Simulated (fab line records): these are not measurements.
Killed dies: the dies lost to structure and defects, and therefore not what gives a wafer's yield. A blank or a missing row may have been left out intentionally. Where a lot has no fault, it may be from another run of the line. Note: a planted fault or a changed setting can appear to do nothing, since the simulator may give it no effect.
Chamber matching | flow nand harc | NHARC_A_M1_DEP_33 on pecvd-03 has 3 sister chambers
The step deposits SiCN, target thk 30 nm. 14 wafers are shown with their chamber, then 7 later ones without.

WAFERS, EACH WITH ITS CHAMBER
wafer  | chamber | heater power w (W) | rf fwd power W (W)
L079.2 | 1       | 659                | 448.2
L079.3 | 0       | 447                | 448.3
L079.5 | 2       | 560                | 449.8
L076.1 | 0       | 466                | 449.8
L076.2 | 1       | 705                | 450.1
L076.3 | 2       | 581                | 448.1
L086.2 | 2       | 559                | 450.1
L086.4 | 0       | 494                | 449.1
L086.5 | 2       | 559                | 450.5
L087.2 | 1       | 674                | 450.2
L087.3 | 2       | 487                | 450.0
L087.4 | 0       | 432                | 446.8
L089.1 | 2       | 587                | 447.7
L089.3 | 0       | 412                | 448.9

SIGNATURES (averages over the wafers above)
reading        | chamber 0 | chamber 1 | chamber 2 | scatter within a chamber
heater power w | 450.20    | 679.33    | 555.50    | 32.3
rf fwd power W | 448.580   | 449.500   | 449.367   | 1.15
Rule: a wafer lies at a distance from a chamber equal to the root of the sum of squares, over the readings, of (its reading less the chamber's mean, divided by the reading's scatter). If the next closest chamber is less than 2 further off than the closest, the wafer can't be placed; otherwise it belongs to the closest. How the scatter is found: for the shown wafers, subtract from each reading the mean of its chamber, square and add these, divide the total by (wafers less chambers), then take the root.

WAFERS WHOSE CHAMBER IS MISSING
wafer  | heater power w (W) | rf fwd power W (W)
L089.4 | 420                | 448.2
L091.1 | 583                | 447.6
L091.3 | 430                | 446.2
L091.4 | 677                | 447.3
L095.1 | 562                | 450.3
L095.4 | 562                | 448.0
L095.5 | 441                | 447.5

EACH ONE'S CHAMBER
wafer  | from the rows above     | in truth
L089.4 | 0                       | 0
L091.1 | can't be placed: 2 or 1 | 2
L091.3 | 0                       | 0
L091.4 | 1                       | 1
L095.1 | 2                       | 2
L095.4 | 2                       | 2
L095.5 | 0                       | 0
Correctly placed: 6 of 7. Cannot be placed on the basis of these rows: 1; the candidates contain the true chamber in 1. Number placed wrongly: 0.
